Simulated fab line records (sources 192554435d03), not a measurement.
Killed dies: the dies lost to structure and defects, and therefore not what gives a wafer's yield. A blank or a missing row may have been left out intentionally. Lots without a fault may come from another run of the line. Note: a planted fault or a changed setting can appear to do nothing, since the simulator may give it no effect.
Matching of chambers || flow n5_finfet || 4 sister chambers for N5_BEOL_M0_CUTY_ETCH_63 on rie_diel-05
The step etches SOC in N2/H2, target depth 82.7 nm, overetch 16.5 nm, time 124 s. 14 wafers are shown with their chamber, then 7 later ones without.

## WAFERS WITH THEIR CHAMBER
{"wafer": "L077.1", "chamber": 1, "showerhead_plenum_p_Torr (Torr)": 2.53, "drypump_motor_current_A (A)": 6.2, "throttle_valve_pct (%)": 17.95}
{"wafer": "L077.4", "chamber": 0, "showerhead_plenum_p_Torr (Torr)": 2.44, "drypump_motor_current_A (A)": 5.1, "throttle_valve_pct (%)": 17.77}
{"wafer": "L077.5", "chamber": 2, "showerhead_plenum_p_Torr (Torr)": 2.59, "drypump_motor_current_A (A)": 5.2, "throttle_valve_pct (%)": 17.58}
{"wafer": "L080.1", "chamber": 1, "showerhead_plenum_p_Torr (Torr)": 2.53, "drypump_motor_current_A (A)": 6.2, "throttle_valve_pct (%)": 17.97}
{"wafer": "L080.3", "chamber": 3, "showerhead_plenum_p_Torr (Torr)": 2.37, "drypump_motor_current_A (A)": 5.5, "throttle_valve_pct (%)": 17.51}
{"wafer": "L080.6", "chamber": 1, "showerhead_plenum_p_Torr (Torr)": 2.52, "drypump_motor_current_A (A)": 6.2, "throttle_valve_pct (%)": 17.97}
{"wafer": "L081.2", "chamber": 2, "showerhead_plenum_p_Torr (Torr)": 2.58, "drypump_motor_current_A (A)": 5.3, "throttle_valve_pct (%)": 17.57}
{"wafer": "L081.3", "chamber": 0, "showerhead_plenum_p_Torr (Torr)": 2.43, "drypump_motor_current_A (A)": 5.2, "throttle_valve_pct (%)": 17.78}
{"wafer": "L081.4", "chamber": 1, "showerhead_plenum_p_Torr (Torr)": 2.52, "drypump_motor_current_A (A)": 6.2, "throttle_valve_pct (%)": 17.97}
{"wafer": "L087.1", "chamber": 2, "showerhead_plenum_p_Torr (Torr)": 2.58, "drypump_motor_current_A (A)": 5.2, "throttle_valve_pct (%)": 17.62}
{"wafer": "L087.2", "chamber": 0, "showerhead_plenum_p_Torr (Torr)": 2.43, "drypump_motor_current_A (A)": 5.1, "throttle_valve_pct (%)": 17.81}
{"wafer": "L087.4", "chamber": 3, "showerhead_plenum_p_Torr (Torr)": 2.37, "drypump_motor_current_A (A)": 5.5, "throttle_valve_pct (%)": 17.55}
{"wafer": "L091.1", "chamber": 3, "showerhead_plenum_p_Torr (Torr)": 2.37, "drypump_motor_current_A (A)": 5.5, "throttle_valve_pct (%)": 17.55}
{"wafer": "L091.4", "chamber": 2, "showerhead_plenum_p_Torr (Torr)": 2.57, "drypump_motor_current_A (A)": 5.3, "throttle_valve_pct (%)": 17.62}

SIGNATURES, as means of the wafers listed above
{"reading": "showerhead_plenum_p_Torr", "chamber 0": 2.4333, "chamber 1": 2.5250, "chamber 2": 2.5800, "chamber 3": 2.3700, "scatter within a chamber": 0.00606}
{"reading": "drypump_motor_current_A", "chamber 0": 5.133, "chamber 1": 6.200, "chamber 2": 5.250, "chamber 3": 5.500, "scatter within a chamber": 0.0408}
{"reading": "throttle_valve_pct", "chamber 0": 17.7867, "chamber 1": 17.9650, "chamber 2": 17.5975, "chamber 3": 17.5367, "scatter within a chamber": 0.0208}
Rule: for a wafer and a chamber, the distance is found by dividing, reading by reading, the gap between the wafer's reading and the chamber's mean by the reading's scatter, squaring, summing and taking the root. The wafer belongs to the nearest chamber; if the next one is less than 2 further off, it can't be placed. The scatter: the root of (the sum of the squares of (reading less its chamber's mean) over the shown wafers, divided by (wafers less chambers)).

## WAFERS WHOSE CHAMBER IS MISSING
{"wafer": "L091.5", "showerhead_plenum_p_Torr (Torr)": 2.52, "drypump_motor_current_A (A)": 6.2, "throttle_valve_pct (%)": 17.99}
{"wafer": "L092.1", "showerhead_plenum_p_Torr (Torr)": 2.36, "drypump_motor_current_A (A)": 5.5, "throttle_valve_pct (%)": 17.55}
{"wafer": "L092.3", "showerhead_plenum_p_Torr (Torr)": 2.57, "drypump_motor_current_A (A)": 5.2, "throttle_valve_pct (%)": 17.61}
{"wafer": "L092.5", "showerhead_plenum_p_Torr (Torr)": 2.57, "drypump_motor_current_A (A)": 5.3, "throttle_valve_pct (%)": 17.63}
{"wafer": "L093.3", "showerhead_plenum_p_Torr (Torr)": 2.51, "drypump_motor_current_A (A)": 6.1, "throttle_valve_pct (%)": 18.01}
{"wafer": "L093.4", "showerhead_plenum_p_Torr (Torr)": 2.42, "drypump_motor_current_A (A)": 5.2, "throttle_valve_pct (%)": 17.82}
{"wafer": "L093.6", "showerhead_plenum_p_Torr (Torr)": 2.51, "drypump_motor_current_A (A)": 6.1, "throttle_valve_pct (%)": 18.01}

## WHICH CHAMBER EACH ONE RAN IN
{"wafer": "L091.5", "from the rows above": 1, "in truth": 1}
{"wafer": "L092.1", "from the rows above": 3, "in truth": 3}
{"wafer": "L092.3", "from the rows above": 2, "in truth": 2}
{"wafer": "L092.5", "from the rows above": 2, "in truth": 2}
{"wafer": "L093.3", "from the rows above": 1, "in truth": 1}
{"wafer": "L093.4", "from the rows above": 0, "in truth": 0}
{"wafer": "L093.6", "from the rows above": 1, "in truth": 1}
Correct placement for 7 of the 7. From these rows, 0 cannot be placed. Wrongly placed: 0.
